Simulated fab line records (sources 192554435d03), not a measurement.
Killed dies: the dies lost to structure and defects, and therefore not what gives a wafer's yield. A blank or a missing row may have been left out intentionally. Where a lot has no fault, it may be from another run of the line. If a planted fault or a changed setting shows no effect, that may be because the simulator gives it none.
Chamber matching ; flow n5_finfet ; 4 sister chambers for N5_BEOL_M8_STRIP_36 on rie_diel-02
The step strips in N2/H2. 20 wafers are shown with their chamber, then 10 later ones without.

## WAFERS WITH THEIR CHAMBER
wafer;chamber;drypump_motor_current_A (A);showerhead_plenum_p_Torr (Torr);throttle_valve_pct (%)
L074.4;0;5.9;2.60;23.39
L074.5;1;5.6;2.57;23.19
L074.6;2;5.7;2.69;23.62
L075.2;1;5.6;2.57;23.21
L075.3;2;5.8;2.68;23.64
L075.4;0;5.8;2.60;23.42
L078.1;3;4.8;2.45;23.44
L078.2;1;5.6;2.57;23.26
L078.4;0;5.8;2.60;23.43
L080.1;1;5.6;2.57;23.25
L080.5;2;5.7;2.68;23.64
L080.6;1;5.6;2.57;23.25
L083.1;2;5.8;2.68;23.70
L083.2;0;5.8;2.59;23.45
L083.5;2;5.8;2.68;23.66
L086.1;1;5.6;2.56;23.29
L086.3;0;5.8;2.58;23.47
L086.4;1;5.6;2.56;23.26
L090.1;1;5.6;2.56;23.26
L090.2;0;5.8;2.58;23.41

SIGNATURES, as means of the wafers listed above
reading;chamber 0;chamber 1;chamber 2;chamber 3;scatter within a chamber
drypump_motor_current_A;5.817;5.600;5.760;4.800;0.0356
showerhead_plenum_p_Torr;2.5917;2.5663;2.6820;2.4500;0.00685
throttle_valve_pct;23.4283;23.2462;23.6520;23.4400;0.0304
Rule: distance of a wafer from a chamber = root of the sum over the readings of ((wafer's reading minus chamber's mean) / reading's scatter) squared. The wafer belongs to the nearest chamber; if the next one is less than 2 further off, it can't be placed. The scatter: the root of (the sum of the squares of (reading less its chamber's mean) over the shown wafers, divided by (wafers less chambers)).

## WAFERS WITHOUT THEIR CHAMBER
wafer;drypump_motor_current_A (A);showerhead_plenum_p_Torr (Torr);throttle_valve_pct (%)
L090.3;4.8;2.43;23.48
L090.4;5.6;2.56;23.25
L090.5;5.8;2.58;23.44
L090.6;4.8;2.43;23.50
L093.1;5.8;2.58;23.48
L093.2;5.6;2.55;23.29
L093.3;4.7;2.43;23.53
L093.4;4.7;2.43;23.47
L093.5;5.9;2.58;23.47
L093.6;5.6;2.56;23.27

## WHICH CHAMBER EACH WENT THROUGH
wafer;from the rows above;in truth
L090.3;3;3
L090.4;1;1
L090.5;0;0
L090.6;3;3
L093.1;0;0
L093.2;1;1
L093.3;3;3
L093.4;3;3
L093.5;0;0
L093.6;1;1
Correct placement for 10 of the 10. Can't be placed from these rows: 0. Wrongly placed: 0.
